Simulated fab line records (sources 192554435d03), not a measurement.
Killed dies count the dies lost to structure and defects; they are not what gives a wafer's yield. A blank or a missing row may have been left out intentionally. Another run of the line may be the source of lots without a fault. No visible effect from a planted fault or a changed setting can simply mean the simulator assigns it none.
8D (eight disciplines) problem report, filled in by code ; flow n5_finfet ; the parts of the form that need people (team, actions taken, sign-off) are left out

== 1. WHAT WENT WRONG ==
Mean of spin_speed_rpm at N5_FIN_SAQP_COAT_50: 1620.1 rpm across 6 wafers in 2 lots; on wafers with no fault it is 1500.1 rpm (standard deviation 1.2). That is +99 or more standard deviations from the usual mean.
The step: time 60 s, resist thk 35 nm.
Seen first at day 4 21:31 on litho_track-01, wafer L430.1. Wafers with a number at this step in the record: 12, from 4 lots. The rule behind "out" and "out of limits": a value lying over 4 standard deviations away from the usual mean. The other wafers with a number count as sound.

== 2. WHAT THIS IS AND IS NOT ==
question;is;is not
which readings at this step;spin_speed_rpm;-
which lots;L430, L431;L426, L436
which wafers of those lots;all that have a number;-
read on which tools;litho_track-01;litho_track-02
when;from day 4 21:31;"up to then (3 sound wafers); but 3 sound wafers of L436 came after"

== 3. THE SUSPECTS, EACH WITH WHAT RULES IT OUT ==
Counting: a tool at any process step up to the reading remains a suspect when it ran all the lots that are out and ran no sound lot after the first of those.
- litho_track-01 at N5_FIN_SAQP_COAT_50 (time 60 s, resist thk 35 nm): kept. It ran every lot that is out, first L430 (day 4 21:31), and no sound lot after that; its last sound lot up to then is L426 (day 3 21:57). Its own readings are out on those wafers: spin_speed_rpm.
Remaining after the count: litho_track-01 at N5_FIN_SAQP_COAT_50.

== 4. THE CAUSE (what the simulator had put in) ==
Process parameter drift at N5_FIN_SAQP_COAT_50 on litho_track-01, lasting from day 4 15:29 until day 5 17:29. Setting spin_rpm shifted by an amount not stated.
After counting, this tool was the only one left.

== 5. THE EFFECT CHAIN, in route order ==
Each row: a reading where the mean over the struck wafers with a number is more than 3 standard deviations away from the usual. Scope: only readings with a usual standard deviation given in the record; hours: median across lots of the time from each lot's start at the first step in this table that gives one to its start at this step; sigmas: change in usual standard deviations.
hours;step;reading;usual;on struck wafers;change;sigmas
0;N5_FIN_SAQP_COAT_50;spin_speed_rpm;1500.1 rpm;1620.1;+120.0;+99 or more
Process steps it contains:
- N5_FIN_SAQP_COAT_50: time 60 s, resist thk 35 nm.
Later steps that measure or inspect, where all struck wafers having a row at the step show a number for every such reading and not one has moved that far: N5_BEOL_M4_RC_MEAS_101.

== 6. HOW IT WOULD HAVE BEEN CAUGHT EARLIER ==
6 hours passed between the start of the fault at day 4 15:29 and the first reading out of limits in this record, taken at day 4 21:31.
